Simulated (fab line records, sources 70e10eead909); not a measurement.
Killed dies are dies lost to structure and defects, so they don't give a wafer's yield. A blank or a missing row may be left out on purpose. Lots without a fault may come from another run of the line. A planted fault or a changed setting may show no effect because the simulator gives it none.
Tool commonality check | flow nand_harc | 12 lots, 36 wafers sampled

WHY IT WAS OPENED
At NHARC_A_CONTACT_INSPECT_71 the reading raw_defect_count is flagged on 2 of 12 lots. Wafers without a fault read 28, standard deviation 14.
Rule: a lot is flagged when every wafer of it that has a number lies more than 4 standard deviations from that mean, or none has a number. The other lots count as sound.

lot  | measured     | on                | raw_defect_count, wafer by wafer | flag
L815 | day 16 18:28 | defect_inspect-01 | 16 14 14                         |
L817 | day 16 20:15 | defect_inspect-01 | 6 14 11                          |
L816 | day 17 05:52 | defect_inspect-01 | 28 33 33                         |
L818 | day 17 20:56 | defect_inspect-02 | 443 471 480                      | FLAGGED
L823 | day 18 12:56 | defect_inspect-02 | 407 468 466                      | FLAGGED
L830 | day 20 07:05 | defect_inspect-02 | 10 14 15                         |
L828 | day 20 08:22 | defect_inspect-01 | 33 42 29                         |
L832 | day 20 16:53 | defect_inspect-02 | 12 9 12                          |
L836 | day 21 15:26 | defect_inspect-01 | 32 30 34                         |
L837 | day 21 20:37 | defect_inspect-01 | 31 33 35                         |
L835 | day 22 01:46 | defect_inspect-01 | 39 44 40                         |
L838 | day 22 03:50 | defect_inspect-01 | 30 48 40                         |
The numbers of the flagged lots are 456 on average: +428 against the usual, or +31 standard deviations.

WHICH TOOL RAN EACH LOT
The record holds 2 process steps before the reading, out of a route of 1159 steps. In each cell: the tool, then ch and the chambers that the sampled wafers went through, then the start.
lot  | flag    | NHARC_A_CONTACT_ETCH_121             | NHARC_A_CONTACT_DEP_57
L815 |         | har_cap_etch-03 ch 0,1, day 16 14:01 | acl_dep-03 ch 0, day 16 15:59
L817 |         | har_cap_etch-02 ch 0,1, day 16 14:26 | acl_dep-03 ch 0, day 16 17:57
L816 |         | har_cap_etch-01 ch 0,1, day 17 00:43 | acl_dep-01 ch 0, day 17 03:19
L818 | FLAGGED | har_cap_etch-03 ch 0,1, day 17 13:12 | acl_dep-03 ch 0, day 17 19:00
L823 | FLAGGED | har_cap_etch-03 ch 0,1, day 18 04:13 | acl_dep-03 ch 0, day 18 10:44
L830 |         | har_cap_etch-01 ch 0,1, day 20 00:16 | acl_dep-02 ch 0, day 20 04:53
L828 |         | har_cap_etch-03 ch 0,1, day 20 00:43 | acl_dep-01 ch 0, day 20 05:46
L832 |         | har_cap_etch-02 ch 0,1, day 20 12:08 | acl_dep-02 ch 0, day 20 14:17
L836 |         | har_cap_etch-03 ch 0,1, day 21 10:53 | acl_dep-01 ch 0, day 21 13:08
L837 |         | har_cap_etch-01 ch 0,1, day 21 14:56 | acl_dep-01 ch 0, day 21 18:01
L835 |         | har_cap_etch-03 ch 0,1, day 21 21:14 | acl_dep-03 ch 0, day 21 23:10
L838 |         | har_cap_etch-02 ch 0,1, day 21 23:16 | acl_dep-01 ch 0, day 22 01:31
What these steps do:
- NHARC_A_CONTACT_ETCH_121: etches the open film in C4F8/O2/Ar, time 94 s, target depth 922 nm.
- NHARC_A_CONTACT_DEP_57: deposits aC, target thk 2800 nm.
- NHARC_A_CONTACT_INSPECT_71

FLAGGED OVER TOTAL, TOOL BY TOOL (the gauges that took the reading come last)
step                       | tool              | lots run | flagged | share of the flagged lots | sound lots run after its first flagged lot
NHARC_A_CONTACT_ETCH_121   | har_cap_etch-01   | 3        | 0       | none                      | -
NHARC_A_CONTACT_ETCH_121   | har_cap_etch-02   | 3        | 0       | none                      | -
NHARC_A_CONTACT_ETCH_121   | har_cap_etch-03   | 6        | 2       | all                       | 3 (L828,L836,L835)
NHARC_A_CONTACT_DEP_57     | acl_dep-01        | 5        | 0       | none                      | -
NHARC_A_CONTACT_DEP_57     | acl_dep-02        | 2        | 0       | none                      | -
NHARC_A_CONTACT_DEP_57     | acl_dep-03        | 5        | 2       | all                       | 1 (L835)
NHARC_A_CONTACT_INSPECT_71 | defect_inspect-01 | 8        | 0       | none                      | -
NHARC_A_CONTACT_INSPECT_71 | defect_inspect-02 | 4        | 2       | all                       | 2 (L830,L832)

WHAT THE TABLE ALLOWS
3 rows of the table ran every flagged lot: har_cap_etch-03 at NHARC_A_CONTACT_ETCH_121, acl_dep-03 at NHARC_A_CONTACT_DEP_57, defect_inspect-02 at NHARC_A_CONTACT_INSPECT_71.
- har_cap_etch-03 at NHARC_A_CONTACT_ETCH_121: 2 of its 6 lots flagged. Sound lots ran on it after the first flagged one (L828, L836, L835), which a lasting fault on the whole tool wouldn't allow.
- acl_dep-03 at NHARC_A_CONTACT_DEP_57: 2 of its 5 lots flagged. Sound lots ran on it after the first flagged one (L835), which a lasting fault on the whole tool wouldn't allow.
- defect_inspect-02 at NHARC_A_CONTACT_INSPECT_71: 2 of its 4 lots flagged. Sound lots ran on it after the first flagged one (L830, L832), which a lasting fault on the whole tool wouldn't allow.
No row of the table ran every flagged lot and no sound lot after the first.

WHAT THE SIMULATOR HAD PUT IN
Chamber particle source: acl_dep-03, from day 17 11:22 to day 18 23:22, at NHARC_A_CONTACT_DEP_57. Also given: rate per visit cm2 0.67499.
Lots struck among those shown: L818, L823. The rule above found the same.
